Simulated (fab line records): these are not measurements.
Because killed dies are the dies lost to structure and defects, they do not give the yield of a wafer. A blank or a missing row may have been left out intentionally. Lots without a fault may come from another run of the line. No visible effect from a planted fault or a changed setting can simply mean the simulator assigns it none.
Comparing a struck lot with a sound one -- flow n5Finfet -- 42 steps out of a route of 1938
Sound: these wafers, L230.1, L230.2, L230.4. Struck: wafer L239.6. (L239.3 of the same lot was not struck and is left out.) The cause comes at the end.
For every step that has rows: the tool of each side, followed by ch and its chambers, followed by its first start. Under that, the readings that differ: sound wafers -- struck wafers -- difference of the means -- sigmas: that difference in standard deviations of wafers without a fault.
alike: same words and numbers on both sides, and readings whose means sit less than 2 such deviations apart. not compared: any withheld reading, any reading some wafer has no value for, any bound like >300 that may hide the same value, and any number with overlapping values for which the record gives no deviation.
The two part at a step that has a row with sigmas, a row that says differs or no value, or rows on one side only. Numbers that don't overlap but have no deviation are shown without sigmas and don't part them. A reading that every wafer of one side lacks parts them only if that side has two wafers or more.

first, 8 steps without rows for these wafers: N5_BEOL_M2_ANNEAL_51 (time 90 s); N5_BEOL_M2_CMP_52 (polishes, stops on SiOC, t overpolish 6.8 s, target thk 40 nm); N5_BEOL_M2_PRE_CLEAN_60 (time 15 s); N5_BEOL_M2_CO_CAP_55 (material Co, precursor CCTBA/H2, target thk 2 nm, time 102.1 s); N5_BEOL_M2_PRE_CLEAN_56 (time 15 s); N5_BEOL_M2_DEP_57 (deposits SiCN from 3MS/NH3, target thk 8 nm, time 14 s); N5_BEOL_M3_ILD_DEP_00 (deposits SiOC from DEMS/O2, target thk 79 nm, time 15.3 s); N5_BEOL_M3_PECVD_72 (deposits SiO2 from TEOS/O2, target thk 16 nm, time 18 s).
N5_BEOL_M3_HM_DEP_02: deposits TiN, target thk 20 nm.
  sound on pvdSputter-01, day 8 20:02; struck on pvdSputter-01, day 10 22:46
reading,sound,struck,difference,sigmas
model.TiN_of_BEOL_M3_HM_DEP_02.thkNm (nm),20 19.8 19.8,31,+11,
  alike: susceptorTempC, throttleValvePct
then, 16 steps without rows for these wafers: N5_BEOL_M3_COAT_61 (time 60 s, resist thk 60 nm); N5_BEOL_M3_COAT_62 (time 60 s, resist thk 12 nm); N5_BEOL_M3_COAT_73 (time 60 s, resist thk 5 nm); N5_BEOL_M3_COAT_05 (resist thk 30 nm); N5_BEOL_M3_EBR_07; N5_BEOL_M3_SOFTBAKE_06 (time 60 s); N5_BEOL_M3_EXPOSE_08 (exposes mask M3); N5_BEOL_M3_PEB_09 (peb time 60 s); N5_BEOL_M3_DEVELOP_10 (develop time 30 s); N5_BEOL_M3_DESCUM_16 (chemistry O2, time 7 s); N5_BEOL_M3_ETCH_74 (etches underlayer in N2/H2, target depth 6.5 nm, time 5.2 s); N5_BEOL_M3_ETCH_63 (etches SiARC in CF4, target depth 15.6 nm, time 26 s); N5_BEOL_M3_ETCH_64 (etches SOC in N2/H2, target depth 75 nm, overetch 15 nm, time 112.5 s); N5_BEOL_M3_STRIP_65 (strips in N2/H2); N5_BEOL_M3_STRIP_75 (strips in N2/H2); N5_BEOL_M3_STRIP_66 (strips in CF4).
N5_BEOL_M3_HM_OPEN_17: chemistry Cl2/BCl3, target TiN, target depth 20 nm, overetch 6 nm.
  sound on rieMetal-02 ch 0,1, day 8 20:47; struck on rieMetal-03 ch 0, day 10 23:33
reading,sound,struck,difference,sigmas
throttleValvePct (%),22.19 22.41 22.38,21.81,-0.52,-3
model.etch.depthNm (nm),19.94 19.9 19.81,26.61,+6.73,
  alike: chamberPressureMTorr, drypumpMotorCurrentA, mfcCl2Sccm, oes_ar_750_au, oesProductAu
  not compared: rfHoursCounterH
then, 8 steps without rows for these wafers: N5_BEOL_M3_STRIP_19 (strips in O2); N5_BEOL_M3_COAT_67 (time 60 s, resist thk 60 nm); N5_BEOL_M3_COAT_68 (time 60 s, resist thk 12 nm); N5_BEOL_M3_COAT_76 (time 60 s, resist thk 5 nm); N5_BEOL_M3_COAT_22 (resist thk 30 nm); N5_BEOL_M3_EBR_24; N5_BEOL_M3_SOFTBAKE_23 (time 60 s); N5_BEOL_M3_EXPOSE_25 (exposes mask V2, defocus 5 nm).
N5_BEOL_M3_ETCHBACK_99: etches SiO2 in CHF3, target depth 5 nm, time 10.4 s.
  sound on rieDiel-04 ch 2,3, day 8 21:48; struck on rieDiel-04 ch 0, day 11 02:57
reading,sound,struck,difference,sigmas
oesProductAu (a.u.),0.70 0.90 0.91,0.35,-0.49,-5
  alike: chamberPressureMTorr, drypumpMotorCurrentA, oes_ar_750_au, rfVppV, showerheadPlenumPTorr, throttleValvePct
  not compared: rfHoursCounterH
N5_BEOL_M3_VIA_ETCH_34: etches the open film in C4F6/O2, target depth 69.4 nm, time 65.9 s.
  sound on rieDiel-04 ch 2,3, day 8 21:56; struck on rieDiel-04 ch 0, day 11 03:05
reading,sound,struck,difference,sigmas
oesProductAu (a.u.),0.70 0.90 0.90,0.36,-0.47,-5
  alike: chamberPressureMTorr, drypumpMotorCurrentA, oes_ar_750_au, rfVppV, showerheadPlenumPTorr, throttleValvePct
  not compared: rfHoursCounterH
N5_BEOL_M3_TRENCH_ETCH_37: etches SiOC in C4F6/O2, target depth 55.555 nm, time 29.2 s.
  sound: rieDiel-04 ch 2,3; struck: rieDiel-04 ch 0
reading,sound,struck,difference,sigmas
model.TiN_of_BEOL_M3_HM_DEP_02.thkNm (nm),17.6 17.4 17.4,28.6,+11.1,
  alike: chamberPressureMTorr, drypumpMotorCurrentA, oes_ar_750_au, oesProductAu, rfVppV, showerheadPlenumPTorr, throttleValvePct
  not compared: rfHoursCounterH
N5_BEOL_M3_OCD_MEAS_38:
  sound on ocd-01, day 8 22:11; struck on ocd-02, day 11 03:20
reading,sound,struck,difference,sigmas
trenchDepthNm (nm),55.0 57.4 56.6,1.9,-54.4,-49
N5_BEOL_M3_CD_MEAS_35: target cd 18 nm, target cd y 21 nm.
  sound on cdSem-02, day 8 22:21; struck on cdSem-02, day 11 03:30
  not compared: cdNm
N5_BEOL_M3_THK_MEAS_53: measures by xrf.
  sound on filmMetro-01, day 9 02:46; struck on filmMetro-01, day 11 07:11
  not compared: M3_THK
N5_BEOL_M4_RC_MEAS_101:
  the record has rows for the sound wafers here (prober-01 ch 0, day 9 10:06) and none for the struck ones
-- the record jumps here: 5 days lie between the struck wafers' starts before and after (it left off in module BEOL_M4 and takes up again in module PASSIVATION, whose first step shown is number 1936 of the route) --
N5_PASSIVATION_PROBE_49:
  record: rows for the struck wafers here (prober-02, day 16 16:32), none for the sound ones

== WHERE THEY PART ==
Earliest at N5_BEOL_M3_HM_OPEN_17; latest, in this record, at N5_PASSIVATION_PROBE_49.

WHY: what had been put in by the simulator
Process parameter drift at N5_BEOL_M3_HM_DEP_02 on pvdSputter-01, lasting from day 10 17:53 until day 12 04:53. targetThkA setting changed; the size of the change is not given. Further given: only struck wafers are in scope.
